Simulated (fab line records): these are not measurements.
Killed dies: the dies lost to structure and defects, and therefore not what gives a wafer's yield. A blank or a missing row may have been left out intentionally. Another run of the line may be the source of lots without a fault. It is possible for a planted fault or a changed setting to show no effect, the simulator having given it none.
fab line records / flow nand-harc
record: lots: 12 wafers: 36 last-day: 25
route steps=1159 shown A_M0@1016 A_BONDPAD@1072 THIN_TSV@1107 END@1159
lots that met no fault: taken from a fault-free run of the same line
start-h: hours from the record's opening day to when the first of the lot's shown wafers began / wait-h: hours elapsed since this lot's preceding step / " repeats the value in the row above / L1.1+2: one row covering several wafers at once / - no value present, or no start provided / * or withheld: withheld / < > ~ a bound
route shown NAME@n: a module of which the file shows steps, and the number in the route of the first / usual: mean and standard deviation over wafers with no fault / same: alike in all rows / chamber/n: place in a boat / sites: each site's reading / _std_site: how widely they spread, as a standard deviation / _edge_site: inner sites' mean taken away from outer sites' mean / radius-mm: how far each site lies from the wafer's centre / mask NAME#n: copy n / behind: the tool/chamber that last shaped the wafer / hold: reason for holding the lot/hours on hold/outcome of the hold / device: the transistor (n, p or np) that didn't switch / end of line: the same wafers' tests at the end of the route / a step without rows: its recipe alone / killed: dies that structure and defects cost at the first sort, which is not the same as the wafer's yield / map: shows each die of a wafer: x if killed, . if not, _ if none is there
set.NAME: the setting the step ran with; set.NAME@STEP: the setting that earlier step ran with / model.NAME: the simulator's own value behind a step, which no gauge read
a sample of lots followed through the steps of the route, with each step as a table and each wafer as a row
services: a tool's chamber out of use, with start hour (start-h, from the record's first day; less than 0 if before it), hours out, and reason
== steps ==
step: NHARC_A_M0_PVD_21
recipe: target-thk-a: 300 chamber-pressure-pa: 5 power-w: 5000 substrate-temp-c: 30 time-s: 20.49 material: Cu
usual: throttle-valve-pct: 30.1/0.7
lot.wafer=L842.4 tool=pvd-sputter-03 chamber=- start-h=403.54 wait-h=- throttle-valve-pct=30.0
lot.wafer=L842.2 tool=pvd-sputter-03 chamber=- start-h=403.54 wait-h=- throttle-valve-pct=30.3
lot.wafer=L842.6 tool=pvd-sputter-03 chamber=- start-h=403.54 wait-h=- throttle-valve-pct=30.6
lot.wafer=L844.1 tool=pvd-sputter-03 chamber=- start-h=410.93 wait-h=- throttle-valve-pct=30.4
lot.wafer=L844.4 tool=pvd-sputter-03 chamber=- start-h=410.93 wait-h=- throttle-valve-pct=30.8
lot.wafer=L844.6 tool=pvd-sputter-03 chamber=- start-h=410.93 wait-h=- throttle-valve-pct=30.1
lot.wafer=L855.4 tool=pvd-sputter-01 chamber=- start-h=465.78 wait-h=- throttle-valve-pct=30.2
lot.wafer=L855.1 tool=pvd-sputter-01 chamber=- start-h=465.78 wait-h=- throttle-valve-pct=30.2
lot.wafer=L855.6 tool=pvd-sputter-01 chamber=- start-h=465.78 wait-h=- throttle-valve-pct=30.2
lot.wafer=L856.3 tool=pvd-sputter-02 chamber=- start-h=477.42 wait-h=- throttle-valve-pct=28.9
lot.wafer=L856.1 tool=pvd-sputter-02 chamber=- start-h=477.42 wait-h=- throttle-valve-pct=29.8
lot.wafer=L856.5 tool=pvd-sputter-02 chamber=- start-h=477.42 wait-h=- throttle-valve-pct=29.2
lot.wafer=L857.1 tool=pvd-sputter-01 chamber=- start-h=497.07 wait-h=- throttle-valve-pct=30.5
lot.wafer=L857.4 tool=pvd-sputter-01 chamber=- start-h=497.07 wait-h=- throttle-valve-pct=29.6
lot.wafer=L857.5 tool=pvd-sputter-01 chamber=- start-h=497.07 wait-h=- throttle-valve-pct=30.1
lot.wafer=L862.2 tool=pvd-sputter-03 chamber=- start-h=510.71 wait-h=- throttle-valve-pct=29.3
lot.wafer=L862.3 tool=pvd-sputter-03 chamber=- start-h=510.71 wait-h=- throttle-valve-pct=28.9
lot.wafer=L862.5 tool=pvd-sputter-03 chamber=- start-h=510.71 wait-h=- throttle-valve-pct=29.3
lot.wafer=L859.3 tool=pvd-sputter-02 chamber=- start-h=511.58 wait-h=- throttle-valve-pct=29.8
lot.wafer=L859.2 tool=pvd-sputter-02 chamber=- start-h=511.58 wait-h=- throttle-valve-pct=29.9
lot.wafer=L859.5 tool=pvd-sputter-02 chamber=- start-h=511.58 wait-h=- throttle-valve-pct=30.1
lot.wafer=L860.3 tool=pvd-sputter-02 chamber=- start-h=518.90 wait-h=- throttle-valve-pct=30.2
lot.wafer=L860.6 tool=pvd-sputter-02 chamber=- start-h=518.90 wait-h=- throttle-valve-pct=30.1
lot.wafer=L860.5 tool=pvd-sputter-02 chamber=- start-h=518.90 wait-h=- throttle-valve-pct=30.2
lot.wafer=L861.4 tool=pvd-sputter-01 chamber=- start-h=526.45 wait-h=- throttle-valve-pct=30.6
lot.wafer=L861.2 tool=pvd-sputter-01 chamber=- start-h=526.45 wait-h=- throttle-valve-pct=29.1
lot.wafer=L861.5 tool=pvd-sputter-01 chamber=- start-h=526.45 wait-h=- throttle-valve-pct=29.6
lot.wafer=L865.1 tool=pvd-sputter-03 chamber=- start-h=535.50 wait-h=- throttle-valve-pct=29.5
lot.wafer=L865.5 tool=pvd-sputter-03 chamber=- start-h=535.50 wait-h=- throttle-valve-pct=30.7
lot.wafer=L865.6 tool=pvd-sputter-03 chamber=- start-h=535.50 wait-h=- throttle-valve-pct=28.8
lot.wafer=L863.3 tool=pvd-sputter-02 chamber=- start-h=544.34 wait-h=- throttle-valve-pct=29.2
lot.wafer=L863.1 tool=pvd-sputter-02 chamber=- start-h=544.34 wait-h=- throttle-valve-pct=30.1
lot.wafer=L863.5 tool=pvd-sputter-02 chamber=- start-h=544.34 wait-h=- throttle-valve-pct=29.2
lot.wafer=L864.3 tool=pvd-sputter-01 chamber=- start-h=550.99 wait-h=- throttle-valve-pct=29.4
lot.wafer=L864.5 tool=pvd-sputter-01 chamber=- start-h=550.99 wait-h=- throttle-valve-pct=29.8
lot.wafer=L864.6 tool=pvd-sputter-01 chamber=- start-h=550.99 wait-h=- throttle-valve-pct=30.9
step: NHARC_A_BONDPAD_CD_MEAS_09
recipe: target-cd-nm: 500 landing-energy-ev: 500
usual: cd-nm: 500.9/2.9
lot.wafer=L842.2 tool=cd-sem-02 chamber=0 start-h=411.20 wait-h=- cd-nm=494.2
lot.wafer=L842.4 tool=cd-sem-02 chamber=0 start-h=411.20 wait-h=- cd-nm=496.8
lot.wafer=L842.6 tool=cd-sem-02 chamber=0 start-h=411.20 wait-h=- cd-nm=501.5
lot.wafer=L844.4 tool=cd-sem-02 chamber=0 start-h=418.43 wait-h=- cd-nm=504.2
lot.wafer=L844.6 tool=cd-sem-02 chamber=0 start-h=418.43 wait-h=- cd-nm=499.6
lot.wafer=L855.1 tool=cd-sem-01 chamber=0 start-h=473.16 wait-h=- cd-nm=504.1
lot.wafer=L855.4 tool=cd-sem-01 chamber=0 start-h=473.16 wait-h=- cd-nm=500.2
lot.wafer=L855.6 tool=cd-sem-01 chamber=0 start-h=473.16 wait-h=- cd-nm=503.7
lot.wafer=L856.1 tool=cd-sem-01 chamber=0 start-h=485.07 wait-h=- cd-nm=498.0
lot.wafer=L856.3 tool=cd-sem-01 chamber=0 start-h=485.07 wait-h=- cd-nm=500.9
lot.wafer=L856.5 tool=cd-sem-01 chamber=0 start-h=485.07 wait-h=- cd-nm=497.9
lot.wafer=L857.1 tool=cd-sem-01 chamber=0 start-h=504.52 wait-h=- cd-nm=503.7
lot.wafer=L857.4 tool=cd-sem-01 chamber=0 start-h=504.52 wait-h=- cd-nm=502.5
lot.wafer=L857.5 tool=cd-sem-01 chamber=0 start-h=504.52 wait-h=- cd-nm=498.6
lot.wafer=L862.2 tool=cd-sem-03 chamber=0 start-h=518.95 wait-h=- cd-nm=497.3
lot.wafer=L862.3 tool=cd-sem-03 chamber=0 start-h=518.95 wait-h=- cd-nm=499.7
lot.wafer=L862.5 tool=cd-sem-03 chamber=0 start-h=518.95 wait-h=- cd-nm=503.7
lot.wafer=L859.2 tool=cd-sem-03 chamber=0 start-h=519.17 wait-h=- cd-nm=500.9
lot.wafer=L859.3 tool=cd-sem-03 chamber=0 start-h=519.17 wait-h=- cd-nm=497.3
lot.wafer=L859.5 tool=cd-sem-03 chamber=0 start-h=519.17 wait-h=- cd-nm=494.3
lot.wafer=L860.3 tool=cd-sem-03 chamber=0 start-h=527.42 wait-h=- cd-nm=498.4
lot.wafer=L860.5 tool=cd-sem-03 chamber=0 start-h=527.42 wait-h=- cd-nm=503.4
lot.wafer=L860.6 tool=cd-sem-03 chamber=0 start-h=527.42 wait-h=- cd-nm=500.6
lot.wafer=L861.2 tool=cd-sem-02 chamber=0 start-h=533.74 wait-h=- cd-nm=502.4
lot.wafer=L861.4 tool=cd-sem-02 chamber=0 start-h=533.74 wait-h=- cd-nm=496.7
lot.wafer=L861.5 tool=cd-sem-02 chamber=0 start-h=533.74 wait-h=- cd-nm=498.3
lot.wafer=L865.1 tool=cd-sem-03 chamber=0 start-h=542.89 wait-h=- cd-nm=502.6
lot.wafer=L865.5 tool=cd-sem-03 chamber=0 start-h=542.89 wait-h=- cd-nm=500.0
lot.wafer=L865.6 tool=cd-sem-03 chamber=0 start-h=542.89 wait-h=- cd-nm=499.6
lot.wafer=L863.1 tool=cd-sem-03 chamber=0 start-h=551.87 wait-h=- cd-nm=502.4
lot.wafer=L863.3 tool=cd-sem-03 chamber=0 start-h=551.87 wait-h=- cd-nm=506.0
lot.wafer=L863.5 tool=cd-sem-03 chamber=0 start-h=551.87 wait-h=- cd-nm=502.3
lot.wafer=L864.3 tool=cd-sem-02 chamber=0 start-h=558.27 wait-h=- cd-nm=499.6
lot.wafer=L864.5 tool=cd-sem-02 chamber=0 start-h=558.27 wait-h=- cd-nm=500.5
lot.wafer=L864.6 tool=cd-sem-02 chamber=0 start-h=558.27 wait-h=- cd-nm=502.7
step: NHARC_A_BONDPAD_OVL_MEAS_35
usual: overlay-x-nm: 0/4.6 overlay-y-nm: 0/5.4
lot.wafer=L842.2 tool=overlay-01 chamber=- start-h=411.29 wait-h=- overlay-x-nm=0 overlay-y-nm=7
lot.wafer=L842.4 tool=overlay-01 chamber=- start-h=411.29 wait-h=- overlay-x-nm=0 overlay-y-nm=8
lot.wafer=L842.6 tool=overlay-01 chamber=- start-h=411.29 wait-h=- overlay-x-nm=0 overlay-y-nm=7
lot.wafer=L844.4 tool=overlay-01 chamber=- start-h=418.51 wait-h=- overlay-x-nm=4 overlay-y-nm=-1
lot.wafer=L844.6 tool=overlay-01 chamber=- start-h=418.51 wait-h=- overlay-x-nm=3 overlay-y-nm=-1
lot.wafer=L855.1 tool=overlay-02 chamber=- start-h=473.25 wait-h=- overlay-x-nm=1 overlay-y-nm=4
lot.wafer=L855.4 tool=overlay-02 chamber=- start-h=473.25 wait-h=- overlay-x-nm=1 overlay-y-nm=4
lot.wafer=L855.6 tool=overlay-02 chamber=- start-h=473.25 wait-h=- overlay-x-nm=1 overlay-y-nm=4
lot.wafer=L856.1 tool=overlay-01 chamber=- start-h=485.15 wait-h=- overlay-x-nm=-8 overlay-y-nm=-6
lot.wafer=L856.3 tool=overlay-01 chamber=- start-h=485.15 wait-h=- overlay-x-nm=-8 overlay-y-nm=-6
lot.wafer=L856.5 tool=overlay-01 chamber=- start-h=485.15 wait-h=- overlay-x-nm=-8 overlay-y-nm=-5
lot.wafer=L857.1 tool=overlay-02 chamber=- start-h=504.62 wait-h=- overlay-x-nm=1 overlay-y-nm=-11
lot.wafer=L857.4 tool=overlay-02 chamber=- start-h=504.62 wait-h=- overlay-x-nm=1 overlay-y-nm=-11
lot.wafer=L857.5 tool=overlay-02 chamber=- start-h=504.62 wait-h=- overlay-x-nm=1 overlay-y-nm=-11
lot.wafer=L862.2 tool=overlay-02 chamber=- start-h=519.04 wait-h=- overlay-x-nm=0 overlay-y-nm=-9
lot.wafer=L862.3 tool=overlay-02 chamber=- start-h=519.04 wait-h=- overlay-x-nm=1 overlay-y-nm=-9
lot.wafer=L862.5 tool=overlay-02 chamber=- start-h=519.04 wait-h=- overlay-x-nm=1 overlay-y-nm=-8
lot.wafer=L859.2 tool=overlay-01 chamber=- start-h=519.26 wait-h=- overlay-x-nm=2 overlay-y-nm=4
lot.wafer=L859.3 tool=overlay-01 chamber=- start-h=519.26 wait-h=- overlay-x-nm=2 overlay-y-nm=5
lot.wafer=L859.5 tool=overlay-01 chamber=- start-h=519.26 wait-h=- overlay-x-nm=3 overlay-y-nm=5
lot.wafer=L860.3 tool=overlay-01 chamber=- start-h=527.50 wait-h=- overlay-x-nm=-5 overlay-y-nm=0
lot.wafer=L860.5 tool=overlay-01 chamber=- start-h=527.50 wait-h=- overlay-x-nm=-6 overlay-y-nm=-1
lot.wafer=L860.6 tool=overlay-01 chamber=- start-h=527.50 wait-h=- overlay-x-nm=-5 overlay-y-nm=1
lot.wafer=L861.2 tool=overlay-01 chamber=- start-h=533.83 wait-h=- overlay-x-nm=-1 overlay-y-nm=-5
lot.wafer=L861.4 tool=overlay-01 chamber=- start-h=533.83 wait-h=- overlay-x-nm=-2 overlay-y-nm=-5
lot.wafer=L861.5 tool=overlay-01 chamber=- start-h=533.83 wait-h=- overlay-x-nm=-1 overlay-y-nm=-5
lot.wafer=L865.1 tool=overlay-02 chamber=- start-h=542.97 wait-h=- overlay-x-nm=2 overlay-y-nm=1
lot.wafer=L865.5 tool=overlay-02 chamber=- start-h=542.97 wait-h=- overlay-x-nm=3 overlay-y-nm=1
lot.wafer=L865.6 tool=overlay-02 chamber=- start-h=542.97 wait-h=- overlay-x-nm=3 overlay-y-nm=1
lot.wafer=L863.1 tool=overlay-01 chamber=- start-h=551.95 wait-h=- overlay-x-nm=-4 overlay-y-nm=-2
lot.wafer=L863.3 tool=overlay-01 chamber=- start-h=551.95 wait-h=- overlay-x-nm=-3 overlay-y-nm=-2
lot.wafer=L863.5 tool=overlay-01 chamber=- start-h=551.95 wait-h=- overlay-x-nm=-3 overlay-y-nm=-2
lot.wafer=L864.3 tool=overlay-01 chamber=- start-h=558.36 wait-h=- overlay-x-nm=6 overlay-y-nm=-4
lot.wafer=L864.5 tool=overlay-01 chamber=- start-h=558.36 wait-h=- overlay-x-nm=6 overlay-y-nm=-4
lot.wafer=L864.6 tool=overlay-01 chamber=- start-h=558.36 wait-h=- overlay-x-nm=7 overlay-y-nm=-4
step: NHARC_THIN_TSV_DEP_43
recipe: target-thk-a: 13285 temp-c: withheld pressure-torr: 6.5 rf-w: 900 teos-flow-sccm: 161.4 flow-sccm: 2650 target-thk-nm: 1328.5 gas: O2 material: SiO2
usual: throttle-valve-pct: 16.1/0.4
lot.wafer=L842.2 tool=pecvd-02 chamber=1 start-h=431.01 wait-h=- since-wet-clean-h=84 throttle-valve-pct=15.9
lot.wafer=L842.6 tool=pecvd-02 chamber=2 start-h=431.01 wait-h=- since-wet-clean-h=- throttle-valve-pct=16.3
lot.wafer=L842.4 tool=pecvd-02 chamber=0 start-h=431.01 wait-h=- since-wet-clean-h=- throttle-valve-pct=16.3
lot.wafer=L844.4 tool=pecvd-02 chamber=0 start-h=434.76 wait-h=- since-wet-clean-h=- throttle-valve-pct=16.6
lot.wafer=L844.6 tool=pecvd-02 chamber=2 start-h=434.76 wait-h=- since-wet-clean-h=- throttle-valve-pct=16.3
lot.wafer=L855.1 tool=pecvd-01 chamber=0 start-h=489.45 wait-h=- since-wet-clean-h=58 throttle-valve-pct=16.2
lot.wafer=L855.6 tool=pecvd-01 chamber=2 start-h=489.45 wait-h=- since-wet-clean-h=- throttle-valve-pct=16.8
lot.wafer=L855.4 tool=pecvd-01 chamber=0 start-h=489.45 wait-h=- since-wet-clean-h=- throttle-valve-pct=15.9
lot.wafer=L856.3 tool=pecvd-04 chamber=2 start-h=501.48 wait-h=- since-wet-clean-h=112 throttle-valve-pct=15.8
lot.wafer=L856.1 tool=pecvd-04 chamber=0 start-h=501.48 wait-h=- since-wet-clean-h=112 throttle-valve-pct=15.7
lot.wafer=L856.5 tool=pecvd-04 chamber=1 start-h=501.48 wait-h=- since-wet-clean-h=- throttle-valve-pct=15.4
lot.wafer=L857.1 tool=pecvd-04 chamber=2 start-h=519.33 wait-h=- since-wet-clean-h=130 throttle-valve-pct=15.8
lot.wafer=L857.4 tool=pecvd-04 chamber=1 start-h=519.33 wait-h=- since-wet-clean-h=- throttle-valve-pct=15.6
lot.wafer=L857.5 tool=pecvd-04 chamber=2 start-h=519.33 wait-h=- since-wet-clean-h=- throttle-valve-pct=15.8
lot.wafer=L859.3 tool=pecvd-04 chamber=1 start-h=535.15 wait-h=- since-wet-clean-h=146 throttle-valve-pct=15.5
lot.wafer=L859.2 tool=pecvd-04 chamber=2 start-h=535.15 wait-h=- since-wet-clean-h=146 throttle-valve-pct=16.0
lot.wafer=L859.5 tool=pecvd-04 chamber=2 start-h=535.15 wait-h=- since-wet-clean-h=- throttle-valve-pct=15.9
lot.wafer=L862.3 tool=pecvd-04 chamber=0 start-h=536.37 wait-h=- since-wet-clean-h=147 throttle-valve-pct=15.6
lot.wafer=L862.2 tool=pecvd-04 chamber=1 start-h=536.37 wait-h=- since-wet-clean-h=147 throttle-valve-pct=15.7
lot.wafer=L862.5 tool=pecvd-04 chamber=2 start-h=536.37 wait-h=- since-wet-clean-h=- throttle-valve-pct=16.0
lot.wafer=L860.3 tool=pecvd-02 chamber=0 start-h=544.60 wait-h=- since-wet-clean-h=16 throttle-valve-pct=16.1
lot.wafer=L860.5 tool=pecvd-02 chamber=1 start-h=544.60 wait-h=- since-wet-clean-h=- throttle-valve-pct=16.2
lot.wafer=L860.6 tool=pecvd-02 chamber=2 start-h=544.60 wait-h=- since-wet-clean-h=- throttle-valve-pct=15.7
lot.wafer=L861.2 tool=pecvd-01 chamber=1 start-h=548.30 wait-h=- since-wet-clean-h=117 throttle-valve-pct=16.7
lot.wafer=L861.5 tool=pecvd-01 chamber=1 start-h=548.30 wait-h=- since-wet-clean-h=- throttle-valve-pct=16.8
lot.wafer=L861.4 tool=pecvd-01 chamber=2 start-h=548.30 wait-h=- since-wet-clean-h=- throttle-valve-pct=16.9
lot.wafer=L865.1 tool=pecvd-02 chamber=2 start-h=558.23 wait-h=- since-wet-clean-h=30 throttle-valve-pct=15.5
lot.wafer=L865.5 tool=pecvd-02 chamber=1 start-h=558.23 wait-h=- since-wet-clean-h=- throttle-valve-pct=16.3
lot.wafer=L865.6 tool=pecvd-02 chamber=2 start-h=558.23 wait-h=- since-wet-clean-h=- throttle-valve-pct=15.6
lot.wafer=L863.3 tool=pecvd-02 chamber=2 start-h=566.55 wait-h=- since-wet-clean-h=38 throttle-valve-pct=15.8
lot.wafer=L863.1 tool=pecvd-02 chamber=0 start-h=566.55 wait-h=- since-wet-clean-h=38 throttle-valve-pct=16.1
lot.wafer=L863.5 tool=pecvd-02 chamber=2 start-h=566.55 wait-h=- since-wet-clean-h=- throttle-valve-pct=16.1
lot.wafer=L864.3 tool=pecvd-01 chamber=0 start-h=572.74 wait-h=- since-wet-clean-h=141 throttle-valve-pct=16.3
lot.wafer=L864.5 tool=pecvd-01 chamber=2 start-h=572.74 wait-h=- since-wet-clean-h=- throttle-valve-pct=16.9
lot.wafer=L864.6 tool=pecvd-01 chamber=1 start-h=572.74 wait-h=- since-wet-clean-h=- throttle-valve-pct=16.8
step: NHARC_END_SORT_01
recipe: temp-c: 25
usual: defect-limited-yield: 95.3/1.6 killed-at-array: 27/11 killed-at-other: 0.7/1.1 killed-at-periphery: 3.6/2.4 killed-dies: 32/11 killed-open: 3.3/1.8 killed-short: 2.1/1.5 sort_bin_2_pct: 1.4/0.64 sort_bin_3_pct: 0.29/0.22 sort_bin_4_pct: 3.0/1.1 sort-n-pass: 645/11 sort-rim-yield-pct: 95/3.5 sort-yield-pct: 95.3/1.6
same: gross-dies: 677 sort_bin_5_pct[%]: 0 sort_bin_6_pct[%]: 0 sort_bin_7_pct[%]: 0 sort_bin_8_pct[%]: 0 sort-rim-n-gross: 106.00
lot.wafer=L844.1 tool=prober-02 chamber=0 start-h=460.09 wait-h=2.5 defect-limited-yield[%]=0 killed-at-array=665 killed-at-other=0 killed-at-periphery=12 killed-dies=677 killed-open=3 killed-short=3 sort_bin_2_pct[%]=95.3 sort_bin_3_pct[%]=0.44 sort_bin_4_pct[%]=4.3 sort-n-pass=0 sort-rim-yield-pct[%]=0 sort-yield-pct[%]=0
lot.wafer=L844.4 tool=prober-02 chamber=0 start-h=462.51 wait-h=3.4 defect-limited-yield[%]=95.7 killed-at-array=20 killed-at-other=2 killed-at-periphery=7 killed-dies=29 killed-open=2 killed-short=0 sort_bin_2_pct[%]=1.8 sort_bin_3_pct[%]=0 sort_bin_4_pct[%]=2.5 sort-n-pass=648 sort-rim-yield-pct[%]=99 sort-yield-pct[%]=95.7
lot.wafer=L844.6 tool=prober-02 chamber=0 start-h=464.12 wait-h=4.0 defect-limited-yield[%]=94.7 killed-at-array=24 killed-at-other=2 killed-at-periphery=10 killed-dies=36 killed-open=4 killed-short=1 sort_bin_2_pct[%]=1.9 sort_bin_3_pct[%]=0 sort_bin_4_pct[%]=3.4 sort-n-pass=641 sort-rim-yield-pct[%]=95 sort-yield-pct[%]=94.7
killed by level:class
L844.1 A_M0:area-pvd=636 A_CHANNEL_HOLE_D1:chamber-film-flake=11 P_CONTACT:chamber-film-flake=9 A_SLIT:chamber-film-flake=8 A_ZERO_WELL:chamber-film-flake=5 A_CONTACT:geometric-particle:open=2 A_STAIRCASE:chamber-film-flake=2 P_CONTACT:geometric-particle:short=1
L844.4 A_CHANNEL_HOLE_D1:chamber-film-flake=9 P_CONTACT:chamber-film-flake=5 A_SLIT:chamber-film-flake=4 A_STAIRCASE:chamber-film-flake=2 A_CONTACT:chamber-film-flake=2 P_CONTACT:geometric-particle:open=1 A_WL_FILL:geometric-particle:open=1 P_STI:chamber-film-flake=1
L844.6 A_CHANNEL_HOLE_D1:chamber-film-flake=12 P_CONTACT:chamber-film-flake=8 A_SLIT:chamber-film-flake=5 A_CONTACT:chamber-film-flake=3 THIN_TSV:chamber-film-flake=2 P_CONTACT:geometric-particle:open=1 P_M0:geometric-particle:open=1 A_ONON_D1:geometric-particle:open=1
== services ==
tool=pecvd-04 chamber=0 start-h=389.36 hours=- kind=clean
tool=pecvd-04 chamber=1 start-h=389.36 hours=- kind=clean
tool=pecvd-04 chamber=2 start-h=389.36 hours=- kind=clean
tool=pvd-sputter-02 chamber=- start-h=392.07 hours=10.0 kind=pm
tool=pecvd-01 chamber=- start-h=418.32 hours=13.0 kind=pm
tool=pecvd-02 chamber=- start-h=422.12 hours=0.9 kind=repair
tool=pvd-sputter-02 chamber=- start-h=425.47 hours=38.2 kind=repair
tool=pecvd-01 chamber=1 start-h=471.42 hours=11.0 kind=repair
tool=pecvd-04 chamber=- start-h=472.32 hours=2.2 kind=repair
tool=pvd-sputter-03 chamber=- start-h=498.34 hours=10.0 kind=pm
tool=pvd-sputter-01 chamber=- start-h=514.00 hours=10.0 kind=pm
tool=pecvd-02 chamber=- start-h=515.29 hours=13.0 kind=pm
tool=pecvd-02 chamber=0 start-h=515.29 hours=13.0 kind=vent-cycle
tool=pecvd-02 chamber=1 start-h=515.29 hours=13.0 kind=vent-cycle
tool=pecvd-02 chamber=2 start-h=515.29 hours=13.0 kind=vent-cycle
tool=pecvd-02 chamber=0 start-h=528.29 hours=- kind=clean
tool=pecvd-02 chamber=1 start-h=528.29 hours=- kind=clean
tool=pecvd-02 chamber=2 start-h=528.29 hours=- kind=clean
tool=pvd-sputter-02 chamber=- start-h=533.30 hours=3.0 kind=repair
tool=pecvd-01 chamber=0 start-h=542.56 hours=3.8 kind=repair
tool=pecvd-04 chamber=- start-h=557.57 hours=13.0 kind=pm
tool=pecvd-04 chamber=0 start-h=557.57 hours=13.0 kind=vent-cycle
tool=pecvd-04 chamber=1 start-h=557.57 hours=13.0 kind=vent-cycle
tool=pvd-sputter-02 chamber=- start-h=570.07 hours=10.0 kind=pm
== key ==
first-sign: step: NHARC_END_SORT_01 reading: sort_bin_2_pct direction: up sigmas: 99+ usual: 1.4 struck: 95.3
effect: step: NHARC_END_SORT_01 reading: killed-at-array direction: up sigmas: 59 usual: 27 struck: 665
more-kills-born-at: NHARC_A_M0_PVD_21@pvd-sputter-03: 636
met-at NHARC_A_M0_PVD_21
struck-lots L844
struck-wafers L844.1
later-rows-left-out L844.1
not-acting-at NHARC_A_BONDPAD_CD_MEAS_09,NHARC_A_BONDPAD_OVL_MEAS_35,NHARC_THIN_TSV_DEP_43
onset-between 403.54 410.93
fault: kind: process-parameter-drift tool: pvd-sputter-03 chamber: - onset-h: 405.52 steps: NHARC_A_M0_PVD_21 channel: target-thk-a offset: * shape: step end-h: 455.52 scope: struck-wafers-only acts-in: * stated: *
later-rows-left-out: the simulator's readings of these wafers behind a module that went badly wrong aren't trusted and aren't shown, but for the sort
